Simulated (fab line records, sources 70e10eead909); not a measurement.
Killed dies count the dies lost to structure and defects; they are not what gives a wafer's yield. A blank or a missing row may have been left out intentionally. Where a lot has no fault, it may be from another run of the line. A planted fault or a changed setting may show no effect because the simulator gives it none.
Matching of chambers    flow nand_harc    rie_diel-10 running NHARC_A_CHANNEL_FILL_D2_ETCHBACK_20: 4 sister chambers
The step etches the open film in C4F8/O2/Ar, target depth 27 nm, time 13.5 s. 18 wafers are shown with their chamber, then 9 later ones without.

## WAFERS WITH THEIR CHAMBER
wafer   chamber  rf_vpp_V (V)  oes_product_au (a.u.)
L076.1  1        980           0.999
L076.2  0        986           0.989
L076.6  3        984           0.975
L078.2  1        980           0.960
L078.3  2        989           0.944
L078.6  1        978           0.957
L075.1  3        983           0.994
L075.2  0        983           0.988
L075.3  1        980           0.995
L084.1  1        979           1.013
L084.2  3        983           0.988
L084.6  2        988           0.980
L085.1  1        981           0.995
L085.3  2        988           1.000
L085.6  2        988           0.992
L087.1  1        978           1.001
L087.4  2        987           0.992
L087.6  0        986           0.993

SIGNATURES (means of the wafers above)
reading         chamber 0  chamber 1  chamber 2  chamber 3  scatter within a chamber
rf_vpp_V        985.00     979.43     988.00     983.33     1.08
oes_product_au  0.99000    0.98857    0.98160    0.98567    0.0188
Rule: distance of a wafer from a chamber = root of the sum over the readings of ((wafer's reading minus chamber's mean) / reading's scatter) squared. If the next closest chamber is less than 2 further off than the closest, the wafer can't be placed; otherwise it belongs to the closest. The scatter: take each reading less its chamber's mean, square it, sum over the shown wafers, divide by the number of wafers less the number of chambers, and take the root.

## WAFERS MISSING THEIR CHAMBER
wafer   rf_vpp_V (V)  oes_product_au (a.u.)
L091.1  988           0.987
L091.3  976           0.983
L091.5  989           0.988
L091.2  985           0.981
L091.4  984           0.991
L091.6  982           0.995
L097.1  985           0.993
L097.3  978           0.987
L097.6  979           0.990

## CHAMBER TAKEN BY EACH
wafer   from the rows above           in truth
L091.1  2                             2
L091.3  1                             1
L091.5  2                             2
L091.2  can't be placed: 0 or 3       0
L091.4  can't be placed: 3 or 0       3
L091.6  can't be placed: 3 or 1 or 0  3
L097.1  can't be placed: 0 or 3       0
L097.3  1                             1
L097.6  1                             1
5 of 9 placed correctly. Unplaceable from these rows: 4, with the true chamber sitting among the candidates in 4. Placed wrongly: 0.
